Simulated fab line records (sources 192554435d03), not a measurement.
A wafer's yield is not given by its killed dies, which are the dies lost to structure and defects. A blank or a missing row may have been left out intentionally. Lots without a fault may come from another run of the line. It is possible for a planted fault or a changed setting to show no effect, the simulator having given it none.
Matching of chambers || flow n5_finfet || N5_PASSIVATION_STRIP_14 on rie_diel-01: 4 sister chambers
The step strips in O2. 8 wafers are shown with their chamber, then 8 later ones without.

## WAFERS WITH THEIR CHAMBER
{"wafer": "L431.4", "chamber": 2, "drypump_motor_current_A (A)": 5.61, "throttle_valve_pct (%)": 16.71}
{"wafer": "L433.1", "chamber": 3, "drypump_motor_current_A (A)": 5.54, "throttle_valve_pct (%)": 16.66}
{"wafer": "L433.5", "chamber": 0, "drypump_motor_current_A (A)": 5.66, "throttle_valve_pct (%)": 16.31}
{"wafer": "L433.6", "chamber": 3, "drypump_motor_current_A (A)": 5.56, "throttle_valve_pct (%)": 16.68}
{"wafer": "L439.4", "chamber": 0, "drypump_motor_current_A (A)": 5.65, "throttle_valve_pct (%)": 16.32}
{"wafer": "L439.5", "chamber": 1, "drypump_motor_current_A (A)": 6.23, "throttle_valve_pct (%)": 17.35}
{"wafer": "L439.6", "chamber": 2, "drypump_motor_current_A (A)": 5.63, "throttle_valve_pct (%)": 16.70}
{"wafer": "L446.2", "chamber": 1, "drypump_motor_current_A (A)": 6.24, "throttle_valve_pct (%)": 17.33}

## WAFERS WITHOUT THEIR CHAMBER
{"wafer": "L446.3", "drypump_motor_current_A (A)": 5.64, "throttle_valve_pct (%)": 16.76}
{"wafer": "L446.6", "drypump_motor_current_A (A)": 5.66, "throttle_valve_pct (%)": 16.31}
{"wafer": "L441.2", "drypump_motor_current_A (A)": 5.59, "throttle_valve_pct (%)": 16.75}
{"wafer": "L441.5", "drypump_motor_current_A (A)": 5.61, "throttle_valve_pct (%)": 16.76}
{"wafer": "L441.6", "drypump_motor_current_A (A)": 5.64, "throttle_valve_pct (%)": 16.31}
{"wafer": "L450.1", "drypump_motor_current_A (A)": 5.62, "throttle_valve_pct (%)": 16.77}
{"wafer": "L450.4", "drypump_motor_current_A (A)": 5.61, "throttle_valve_pct (%)": 16.74}
{"wafer": "L450.5", "drypump_motor_current_A (A)": 5.67, "throttle_valve_pct (%)": 16.39}

## WHICH CHAMBER EACH ONE RAN IN
{"wafer": "L446.3", "from the rows above": 2, "in truth": 2}
{"wafer": "L446.6", "from the rows above": 0, "in truth": 0}
{"wafer": "L441.2", "from the rows above": 2, "in truth": 2}
{"wafer": "L441.5", "from the rows above": 2, "in truth": 2}
{"wafer": "L441.6", "from the rows above": 0, "in truth": 0}
{"wafer": "L450.1", "from the rows above": 2, "in truth": 2}
{"wafer": "L450.4", "from the rows above": 2, "in truth": 2}
{"wafer": "L450.5", "from the rows above": 0, "in truth": 0}
Correct placement for 8 of the 8. Can't be placed from these rows: 0. Wrongly placed: 0.
How it was worked out, from the rows above alone: a wafer's distance from a chamber is the root of the sum, over the readings, of the square of ((its reading less the chamber's mean) divided by the reading's scatter). If the next closest chamber is less than 2 further off than the closest, the wafer can't be placed; otherwise it belongs to the closest. A chamber's mean is the mean of its shown wafers. The scatter is the square root of a quotient: the sum, over the shown wafers, of each reading's squared deviation from its chamber's mean, divided by wafers minus chambers.
